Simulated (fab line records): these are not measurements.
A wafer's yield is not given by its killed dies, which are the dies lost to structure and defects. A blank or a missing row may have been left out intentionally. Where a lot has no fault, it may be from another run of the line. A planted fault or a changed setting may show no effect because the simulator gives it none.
Split-lot study | flow n5-finfet | on a route of 1938 steps: 7 lots, 21 wafers read

## THE SPLIT
At N5_SD_EPI_N_PEB_07 (peb time 60 s), the setting peb-temp-c was moved away from the recipe's 110 C on 5 of the 21 wafers read, by -2.6% to +2.5%. This setting was run at the recipe's value on the other wafers.

## FROM THE SPLIT ON TO THE READING: in between, the file shows 1 step
- N5_SD_EPI_N_DEVELOP_08: develop time 30 s

## THE READING
cd-nm at N5_SD_EPI_N_CD_MEAS_09, given in nm (cd target 120 nm). On this fab line, fault-free wafers typically give 120.0 nm with a standard deviation of 0.65 nm.

wafer  | tool, chamber at the split | peb-temp-c as run, C | against the recipe | cd-nm, nm | against lot-mates on the recipe
L076.1 | litho-track-04, 0          | 107.1                | -2.6%              | 111.2     | -7.5
L076.3 | litho-track-04, 0          | 107.1                | -2.6%              | 111.6     | -7.1
L076.4 | litho-track-04, 0          | 110                  | recipe             | 118.7     | -
L078.2 | litho-track-04, 0          | 110                  | recipe             | 119.9     | -
L078.3 | litho-track-04, 0          | 110                  | recipe             | 119.6     | -
L078.5 | litho-track-04, 0          | 110                  | recipe             | 118.9     | -
L080.4 | litho-track-03, 0          | 110                  | recipe             | 119.8     | -
L080.5 | litho-track-03, 0          | 110                  | recipe             | 120.3     | -
L080.6 | litho-track-03, 0          | 110                  | recipe             | 120.5     | -
L090.3 | litho-track-02, 0          | 110                  | recipe             | 121.0     | -
L090.4 | litho-track-02, 0          | 107.2                | -2.5%              | 112.3     | -7.9
L090.5 | litho-track-02, 0          | 110                  | recipe             | 119.3     | -
L091.1 | litho-track-02, 0          | 112.7                | +2.5%              | 127.0     | +6.6
L091.3 | litho-track-02, 0          | 110                  | recipe             | 120.4     | -
L091.4 | litho-track-02, 0          | 112.7                | +2.5%              | 126.4     | +6.0
L093.4 | litho-track-03, 0          | 110                  | recipe             | 119.6     | -
L093.5 | litho-track-03, 0          | 110                  | recipe             | 119.0     | -
L093.6 | litho-track-03, 0          | 110                  | recipe             | 120.3     | -
L095.1 | litho-track-02, 0          | 110                  | recipe             | 120.3     | -
L095.4 | litho-track-02, 0          | 110                  | recipe             | 121.7     | -
L095.5 | litho-track-02, 0          | 110                  | recipe             | 120.2     | -

FIT RESULTS
A straight line over all 21 wafers: cd-nm changes by +3 nm for each +1% of peb-temp-c; r = +0.98; the points scatter about the line by 0.76 nm.
The same after taking each lot's own level away (the mean of its wafers on the recipe; 21 wafers): +2.75 nm for each +1%; r = +0.99; scatter 0.55 nm.
Per that fit: largest peb-temp-c move, reading shift of 7.2 nm.
Measured against the standard deviation above, the lots' own levels, which go from 118.70 to 120.73 nm, span 3.1 times it.
Consequently the slope shifts little with the lot-to-lot level, the two slopes agreeing.
Check: for one of the wafers moved furthest among these (-2.6%), held out of the fit, the line's prediction against its lot-mates is -7.28 nm. Against them it came out at -7.5 nm.

## THE OTHER SPLITS THESE WAFERS WENT THROUGH
These wafers also went through other splits before the reading. Each is held against what the fit with the lots' levels taken away leaves over:
other split on the same wafers  | wafers away from the commonest value | r with cd-nm (lot level and that fit taken away)
N5_ZERO_LAYER_PECVD_02 time-s   | 6                                    | +0.00
N5_ZERO_LAYER_EXPOSE_08 dose-mj | 9                                    | -0.13
N5_FIN_SAQP_EXPOSE_13 dose-mj   | 5                                    | +0.13
N5_FIN_CUT_ETCH_21 bias-w       | 2                                    | -0.01

## THE WHOLE CHAIN: every reading that the file lists as answering this split, in the file's order
step                   | what it does                                     | reading                                                         | change (the file's fit)              | r (the file's)
N5_SD_EPI_N_CD_MEAS_09 | target cd 120 nm                                 | cd-nm                                                           | +2.8 nm for each +1% of the setting  | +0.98
N5_SD_EPI_N_DESCUM_14  | chemistry O2, time 7.9 s                         | SD_EPI_N.cd-nm (the simulator's own value, which no gauge read) | +2.83 nm for each +1% of the setting | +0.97
N5_SD_EPI_N_ETCH_35    | etches SOC in N2/H2, overetch 108 nm, time 486 s | SD_EPI_N.cd-nm (the simulator's own value, which no gauge read) | +2.92 nm for each +1% of the setting | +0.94

## THE FILE'S OWN FIT
cd-nm changes by +2.8 nm for each +1% of peb-temp-c, r = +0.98.
